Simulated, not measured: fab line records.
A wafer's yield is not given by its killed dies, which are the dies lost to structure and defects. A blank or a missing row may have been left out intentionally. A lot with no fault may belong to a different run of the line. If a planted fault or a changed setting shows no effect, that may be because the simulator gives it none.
fab line records | flow nand_harc
record lots=13 | wafers=39 | last_day=33
route steps=1302 shown P_BONDPAD@353 A_ONON_D1@428 A_CHANNEL_HOLE_D1@463 END@1302
lots with no fault: from the same line, run without faults
start_h: hours from the record's opening day to when the first of the lot's shown wafers began | wait_h: how many hours have passed since the lot's step before this one | " same as the row above | L1.1+2: one row covering several wafers at once | - value missing, or start not given | * or withheld: withheld | < > ~ a bound
route shown NAME@n: a module of which the file shows steps, and the number in the route of the first | usual: mean/standard deviation of fault-free wafers | same: alike in all rows | chamber/n: place in a boat | sites: per-site readings | _std_site: their standard deviation | _edge_site: mean of outer sites minus mean of inner sites | radius_mm: how far each site lies from the wafer's centre | mask NAME#n: copy n | behind: the last tool/chamber to shape the wafer | hold: the reason the lot was held/the length of the hold in hours/how it ended | device: the transistor (n, p or np) that didn't switch | end of line: at the end of the route, the tests of the same wafers | step lacking rows: just its recipe | killed: count of dies lost to structure and defects at first sort (not the wafer's yield) | map: a wafer's dies, marking killed ones x, the rest . and places with no die _
set.NAME: the setting that was run; set.NAME@STEP: the one run at that earlier step | model.NAME: the simulator's own value behind a step, which no gauge read
a sample of lots followed through the steps of the route, with each step as a table and each wafer as a row
services: a tool's chamber out of use, with start hour (start_h, from the record's first day; less than 0 if before it), hours out, and reason
## steps
# step NHARC_P_BONDPAD_THK_MEAS_33
# recipe thk_meas_gauge=ellipsometry
# usual thk_nm=200.0/1.4
lot.wafer | tool          | chamber | start_h | wait_h | thk_nm
L895.2    | film_metro-02 | -       | 133.40  | 0.2    | 200.3
L895.3    | "             | -       | "       | "      | 200.2
L895.4    | "             | -       | "       | "      | 200.2
L896.1    | film_metro-02 | -       | 143.14  | 0.1    | 200.9
L896.2    | "             | -       | "       | "      | 198.1
L896.5    | "             | -       | "       | "      | 198.0
L904.2    | film_metro-02 | -       | 220.50  | 0.2    | 198.2
L904.3    | "             | -       | "       | "      | 199.7
L904.6    | "             | -       | "       | "      | 199.3
L906.1    | film_metro-01 | -       | 244.96  | 0.2    | 199.2
L906.3    | "             | -       | "       | "      | 199.5
L906.6    | "             | -       | "       | "      | 200.0
L908.2    | film_metro-01 | -       | 258.77  | 0.2    | 199.9
L908.3    | "             | -       | "       | "      | 198.8
L908.4    | "             | -       | "       | "      | 199.7
L909.2    | film_metro-01 | -       | 282.21  | 0.2    | 200.4
L909.3    | "             | -       | "       | "      | 200.2
L909.5    | "             | -       | "       | "      | 201.3
L911.1    | film_metro-01 | -       | 299.71  | 0.2    | 200.9
L911.4    | "             | -       | "       | "      | 198.5
L911.5    | "             | -       | "       | "      | 198.9
L912.1    | film_metro-02 | -       | 307.16  | 0.2    | 200.8
L912.3    | "             | -       | "       | "      | 202.3
L912.5    | "             | -       | "       | "      | 200.7
L913.1    | film_metro-02 | -       | 308.81  | 0.2    | 200.8
L913.3    | "             | -       | "       | "      | 199.3
L913.5    | "             | -       | "       | "      | 201.0
L914.3    | film_metro-01 | -       | 322.35  | 0.2    | 200.3
L914.4    | "             | -       | "       | "      | 199.8
L914.5    | "             | -       | "       | "      | 200.4
L916.4    | film_metro-01 | -       | 338.63  | 0.2    | 200.1
L916.5    | "             | -       | "       | "      | 197.0
L916.6    | "             | -       | "       | "      | 202.5
L915.2    | film_metro-01 | -       | 339.13  | 0.2    | 201.5
L915.3    | "             | -       | "       | "      | 199.7
L915.4    | "             | -       | "       | "      | 200.8
L917.1    | film_metro-02 | -       | 351.63  | 0.2    | 200.8
L917.3    | "             | -       | "       | "      | 197.3
L917.6    | "             | -       | "       | "      | 200.4
# step NHARC_P_BONDPAD_CMP_19
# recipe t_overpolish_s=30 | cu_recess_touch_s=16 | target_thk_nm=160.81
# usual motor_current_A=12.4/1.4 | overpolish_run_s=30.001/0.0092
# same cu_recess_touch_s=16
lot.wafer | tool   | chamber | start_h | wait_h | motor_current_A | overpolish_run_s
L895.2    | cmp-03 | 1       | 136.20  | -      | 13.1            | 30.015
L895.3    | "      | 3       | "       | "      | 14.1            | 30.003
L895.4    | "      | 0       | "       | "      | 10.7            | 30.002
L896.2    | cmp-03 | 2       | 146.01  | -      | 10.9            | 30.017
L896.1    | "      | 3       | "       | "      | 14.8            | 29.997
L896.5    | "      | 0       | "       | "      | 11.0            | 30.011
L904.2    | cmp-03 | 2       | 223.38  | -      | 11.5            | 30.001
L904.3    | "      | 3       | "       | "      | 13.9            | 30.003
L904.6    | "      | 1       | "       | "      | 12.9            | 30.006
L906.1    | cmp-01 | 0       | 247.76  | -      | 12.5            | 29.998
L906.3    | "      | 2       | "       | "      | 10.6            | 30.002
L906.6    | "      | 1       | "       | "      | 14.9            | 29.983
L908.4    | cmp-01 | 3       | 261.51  | -      | 11.5            | 30.011
L908.3    | "      | 1       | "       | "      | 14.1            | 30.001
L908.2    | "      | 2       | "       | "      | 9.7             | 29.991
L909.2    | cmp-03 | 0       | 285.06  | -      | 10.9            | 30.003
L909.3    | "      | 1       | "       | "      | 13.6            | 30.016
L909.5    | "      | 3       | "       | "      | 14.2            | 29.994
L911.4    | cmp-01 | 3       | 302.56  | -      | 11.7            | 29.995
L911.1    | "      | 0       | "       | "      | 12.2            | 29.993
L911.5    | "      | 3       | "       | "      | 11.6            | 29.996
L912.3    | cmp-02 | 2       | 309.90  | -      | 10.9            | 30.005
L912.1    | "      | 3       | "       | "      | 11.7            | 30.012
L912.5    | "      | 1       | "       | "      | 13.2            | 29.986
L913.1    | cmp-01 | 3       | 311.63  | -      | 11.7            | 29.986
L913.3    | "      | 2       | "       | "      | 10.2            | 29.990
L913.5    | "      | 3       | "       | "      | 12.3            | 29.998
L914.3    | cmp-03 | 0       | 325.15  | -      | 11.3            | 29.989
L914.4    | "      | 1       | "       | "      | 13.5            | 29.997
L914.5    | "      | 1       | "       | "      | 12.9            | 30.016
L916.4    | cmp-01 | 3       | 341.52  | -      | 12.3            | 29.999
L916.5    | "      | 0       | "       | "      | 12.2            | 30.006
L916.6    | "      | 1       | "       | "      | 14.6            | 29.995
L915.3    | cmp-01 | 3       | 342.03  | -      | 11.9            | 29.991
L915.4    | "      | 0       | "       | "      | 11.9            | 30.009
L915.2    | "      | 2       | "       | "      | 10.5            | 29.997
L917.1    | cmp-03 | 3       | 354.43  | -      | 14.1            | 30.006
L917.3    | "      | 1       | "       | "      | 12.8            | 29.986
L917.6    | "      | 3       | "       | "      | 14.4            | 29.987
# step NHARC_A_ONON_D1_DEP_06
# recipe target_thk_a=10000 | n2_flow_sccm=2750 | n2o_flow_sccm=2000 | nh3_flow_sccm=500 | sih4_flow_sccm=210 | temp_c=400
lot.wafer  | tool          | chamber | start_h | wait_h
L895.2+3+4 | pecvd_onon-01 | 0       | 162.63  | 0.1
L896.1+2+5 | pecvd_onon-04 | 0       | 170.34  | 0.1
L904.2+3+6 | pecvd_onon-04 | 0       | 252.53  | 0.1
L906.1+3+6 | pecvd_onon-04 | 0       | 272.92  | 0.1
L908.2+3+4 | pecvd_onon-01 | 0       | 289.03  | 0.1
L909.2+3+5 | pecvd_onon-03 | 0       | 308.60  | 0.1
L911.1+4+5 | pecvd_onon-01 | 0       | 327.27  | 0.1
L913.1+3+5 | pecvd_onon-04 | 0       | 334.44  | 0.1
L912.1+3+5 | pecvd_onon-01 | 0       | 334.48  | 0.1
L914.3+4+5 | pecvd_onon-04 | 0       | 349.67  | 0.2
L915.2+3+4 | pecvd_onon-03 | 0       | 366.39  | 0.1
L916.4+5+6 | pecvd_onon-01 | 0       | 366.50  | 0.2
L917.1+3+6 | pecvd_onon-01 | 0       | 381.09  | 0.1
# step NHARC_A_ONON_D1_THK_MEAS_08
# recipe thk_meas_gauge=ellipsometry
# usual thk_nm=1000/9.4
lot.wafer | tool          | chamber | start_h | wait_h | thk_nm
L895.2    | film_metro-01 | -       | 163.08  | -      | 1002
L895.3    | "             | -       | "       | "      | 1001
L895.4    | "             | -       | "       | "      | 1002
L896.1    | film_metro-02 | -       | 170.86  | -      | 1010
L896.2    | "             | -       | "       | "      | 1011
L896.5    | "             | -       | "       | "      | 1012
L904.2    | film_metro-01 | -       | 252.99  | -      | 1004
L904.3    | "             | -       | "       | "      | 1006
L904.6    | "             | -       | "       | "      | 1750
L906.1    | film_metro-01 | -       | 273.46  | -      | 1011
L906.3    | "             | -       | "       | "      | 1009
L906.6    | "             | -       | "       | "      | 1752
L908.2    | film_metro-02 | -       | 289.47  | -      | 998
L908.3    | "             | -       | "       | "      | 997
L908.4    | "             | -       | "       | "      | 996
L909.2    | film_metro-01 | -       | 309.06  | -      | 990
L909.3    | "             | -       | "       | "      | 989
L909.5    | "             | -       | "       | "      | 991
L911.1    | film_metro-01 | -       | 327.79  | -      | 983
L911.4    | "             | -       | "       | "      | 983
L911.5    | "             | -       | "       | "      | 981
L913.1    | film_metro-01 | -       | 334.95  | -      | 1012
L913.3    | "             | -       | "       | "      | 1013
L913.5    | "             | -       | "       | "      | 1010
L912.1    | film_metro-01 | -       | 334.99  | -      | 991
L912.3    | "             | -       | "       | "      | 991
L912.5    | "             | -       | "       | "      | 990
L914.3    | film_metro-01 | -       | 350.06  | -      | 1000
L914.4    | "             | -       | "       | "      | 1001
L914.5    | "             | -       | "       | "      | 999
L915.2    | film_metro-01 | -       | 366.84  | -      | 982
L915.3    | "             | -       | "       | "      | 981
L915.4    | "             | -       | "       | "      | 982
L916.4    | film_metro-02 | -       | 366.84  | -      | 998
L916.5    | "             | -       | "       | "      | 1000
L916.6    | "             | -       | "       | "      | 999
L917.1    | film_metro-01 | -       | 381.60  | -      | 1012
L917.3    | "             | -       | "       | "      | 1013
L917.6    | "             | -       | "       | "      | 1012
# step NHARC_A_CHANNEL_HOLE_D1_OVL_MEAS_11
# usual overlay_x_nm=0.3/0.63 | overlay_y_nm=-0.1/0.75
lot.wafer | tool       | chamber | start_h | wait_h | overlay_x_nm | overlay_y_nm
L895.2    | overlay-02 | -       | 179.02  | -      | 0.4          | 0.4
L895.3    | "          | -       | "       | "      | 0.4          | -0.2
L895.4    | "          | -       | "       | "      | 0.8          | 0.2
L896.1    | overlay-01 | -       | 186.80  | -      | 0.8          | -0.9
L896.2    | "          | -       | "       | "      | 0.1          | -1.3
L896.5    | "          | -       | "       | "      | 0.3          | -1.6
L904.2    | overlay-01 | -       | 268.66  | -      | 0.2          | -1.1
L904.3    | "          | -       | "       | "      | 0.5          | -1.3
L906.1    | overlay-02 | -       | 287.89  | -      | -0.3         | -0.2
L906.3    | "          | -       | "       | "      | -0.4         | -0.2
L908.2    | overlay-01 | -       | 304.21  | -      | 0.2          | 0.8
L908.3    | "          | -       | "       | "      | 0.2          | 0.3
L908.4    | "          | -       | "       | "      | 0.0          | 0.4
L909.2    | overlay-01 | -       | 323.48  | -      | 0.9          | -0.7
L909.3    | "          | -       | "       | "      | 0.8          | 0.2
L909.5    | "          | -       | "       | "      | 1.1          | 0.2
L911.1    | overlay-01 | -       | 342.09  | -      | 0.6          | 0.7
L911.4    | "          | -       | "       | "      | 1.3          | 0.5
L911.5    | "          | -       | "       | "      | 0.2          | 0.6
L913.1    | overlay-02 | -       | 350.76  | -      | 0.5          | -1.3
L913.3    | "          | -       | "       | "      | 0.0          | -1.3
L913.5    | "          | -       | "       | "      | 0.7          | -1.3
L912.1    | overlay-01 | -       | 350.91  | -      | -0.5         | -0.7
L912.3    | "          | -       | "       | "      | -0.8         | 0.1
L912.5    | "          | -       | "       | "      | -0.8         | -0.5
L914.3    | overlay-02 | -       | 364.64  | -      | 1.0          | -0.4
L914.4    | "          | -       | "       | "      | 0.7          | -0.4
L914.5    | "          | -       | "       | "      | 0.7          | 0.2
L916.4    | overlay-01 | -       | 386.01  | -      | 0.4          | 0.5
L916.5    | "          | -       | "       | "      | 0.3          | 0.5
L916.6    | "          | -       | "       | "      | 0.3          | 1.3
L915.2    | overlay-01 | -       | 386.50  | -      | 0.0          | -1.2
L915.3    | "          | -       | "       | "      | 0.0          | -0.7
L915.4    | "          | -       | "       | "      | 0.0          | -0.6
L917.1    | overlay-01 | -       | 395.99  | -      | 0.5          | -0.2
L917.3    | "          | -       | "       | "      | 0.8          | 0.1
L917.6    | "          | -       | "       | "      | 1.5          | -0.4
# step NHARC_END_SORT_01
# recipe temp_c=25
# usual killed_at_array=53/18 | killed_at_other=1.0/1.2 | killed_at_periphery=3.6/2.4 | killed_dies=58/18 | killed_open=3.4/1.8 | killed_short=2.3/1.5
# same gross_dies=677
lot.wafer | tool      | chamber | start_h | wait_h | killed_at_array | killed_at_other | killed_at_periphery | killed_dies | killed_open | killed_short
L904.2    | prober-02 | 0       | 652.41  | 2.8    | 48              | 1               | 7                   | 56          | 4           | 3
L904.3    | prober-02 | 0       | 653.20  | 3.1    | 39              | 0               | 12                  | 51          | 4           | 1
L904.6    | prober-02 | 0       | 655.57  | 4.0    | 671             | 0               | 6                   | 677         | 3           | 0
L906.1    | prober-02 | 0       | 675.98  | 2.5    | 68              | 0               | 1                   | 69          | 3           | 1
L906.3    | prober-02 | 0       | 677.57  | 3.1    | 61              | 0               | 2                   | 63          | 4           | 2
L906.6    | prober-02 | 0       | 679.96  | 4.0    | 674             | 0               | 3                   | 677         | 6           | 2
# killed by level:class
L904.2 A_SLIT:chamber_film_flake=25 A_CHANNEL_HOLE_D2:chamber_film_flake=14 P_CONTACT:chamber_film_flake=2 P_M2:chamber_film_flake=2 A_WL_FILL:chamber_film_flake=2 A_CONTACT:chamber_film_flake=2 P_M0:geometric_particle:open=1 P_M1:geometric_particle:open=1
L904.3 A_SLIT:chamber_film_flake=20 P_CONTACT:chamber_film_flake=8 A_CHANNEL_HOLE_D2:chamber_film_flake=8 A_CHANNEL_HOLE_D1:chamber_film_flake=5 P_ZERO_WELL:chamber_film_flake=2 A_CONTACT:chamber_film_flake=2 P_STI:geometric_particle:open=1 P_M0:geometric_particle:open=1
L904.6 A_ONON_D1:area_dep=631 A_SLIT:chamber_film_flake=21 A_CHANNEL_HOLE_D2:chamber_film_flake=8 P_CONTACT:chamber_film_flake=5 A_CHANNEL_HOLE_D1:chamber_film_flake=4 A_CHANNEL_FILL_D1:chamber_film_flake=2 P_CONTACT:geometric_particle:open=1 A_CHANNEL_HOLE_D1:geometric_particle:open=1
L906.1 A_CHANNEL_HOLE_D1:chamber_film_flake=31 A_SLIT:chamber_film_flake=21 A_CONTACT:chamber_film_flake=9 A_CHANNEL_FILL_D1:geometric_particle:open=1 A_WL_FILL:geometric_particle:short=1 A_BLC:geometric_particle:open=1 A_M1:geometric_particle:open=1 P_ZERO_WELL:chamber_film_flake=1
L906.3 A_CHANNEL_HOLE_D1:chamber_film_flake=30 A_SLIT:chamber_film_flake=21 A_M0:geometric_particle:open=2 A_CONTACT:chamber_film_flake=2 P_M0:geometric_particle:open=1 A_ONON_D1:geometric_particle:open=1 A_ONON_D1:geometric_particle:short=1 A_SGD_CUT:geometric_particle:short=1
L906.6 A_ONON_D1:area_dep=606 A_CHANNEL_HOLE_D1:chamber_film_flake=34 A_SLIT:chamber_film_flake=22 A_ONON_D1:geometric_particle:open=2 A_STAIRCASE:chamber_film_flake=2 P_GATE:geometric_particle:short=1 A_DECK1_JOINT:geometric_particle:short=1 A_SGD_CUT:geometric_particle:open=1
## services
tool          | chamber | start_h | hours | kind
pecvd_onon-04 | -       | 130.10  | 13.0  | pm
cmp-02        | -       | 135.51  | 4.0   | pm
cmp-03        | -       | 138.34  | 1.0   | repair
cmp-03        | -       | 162.61  | 4.0   | pm
cmp-03        | -       | 166.61  | -     | consumable_replace:conditioner
cmp-03        | -       | 166.61  | -     | consumable_replace:pad
cmp-01        | -       | 185.50  | 4.0   | pm
pecvd_onon-03 | -       | 190.23  | 11.4  | repair
pecvd_onon-03 | -       | 227.00  | 13.0  | pm
cmp-02        | -       | 233.51  | 4.0   | pm
cmp-01        | -       | 253.53  | 3.7   | repair
cmp-03        | -       | 260.61  | 4.0   | pm
cmp-02        | -       | 264.18  | 2.4   | repair
pecvd_onon-01 | -       | 269.52  | 13.0  | pm
cmp-01        | -       | 283.50  | 4.0   | pm
pecvd_onon-04 | -       | 311.10  | 13.0  | pm
cmp-02        | -       | 331.51  | 4.0   | pm
cmp-03        | -       | 343.31  | 0.8   | repair
cmp-03        | -       | 350.88  | 3.5   | repair
cmp-03        | -       | 355.07  | 1.0   | repair
cmp-03        | -       | 358.61  | 4.0   | pm
cmp-02        | -       | 360.96  | 2.7   | repair
cmp-03        | -       | 366.76  | 0.5   | repair
cmp-02        | -       | 373.87  | 0.9   | repair
## key
first_sign step=NHARC_A_ONON_D1_THK_MEAS_08 | reading=thk_nm | direction=up | sigmas=80 | usual=1000 | struck=1751
effect step=NHARC_END_SORT_01 | reading=killed_at_array | direction=up | sigmas=35 | usual=53 | struck=672
more_kills_born_at NHARC_A_ONON_D1_DEP_06@pecvd_onon-04=1237
met_at NHARC_A_ONON_D1_DEP_06
struck_lots L904,L906
struck_wafers L904.6,L906.6
later_rows_left_out L904.6,L906.6
tester_left_out L904,L906
not_acting_at NHARC_P_BONDPAD_THK_MEAS_33,NHARC_P_BONDPAD_CMP_19,NHARC_A_CHANNEL_HOLE_D1_OVL_MEAS_11
onset_between 170.34 252.53
fault kind=process_parameter_drift | tool=pecvd_onon-04 | chamber=- | onset_h=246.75 | steps=NHARC_A_ONON_D1_DEP_06 | channel=target_thk_a | offset=* | shape=step | end_h=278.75 | scope=struck_wafers_only | acts_in=* | stated=*
# tester_left_out: of these lots the tester's yield and bins aren't shown, on N5 and GAA mostly nor the transistor test; their killed dies are dies lost to structure and defects alone, not to doping, threshold or leakage, so they don't give the yield
# later_rows_left_out: the simulator's readings of these wafers behind a module that went badly wrong aren't trusted and aren't shown, but for the sort
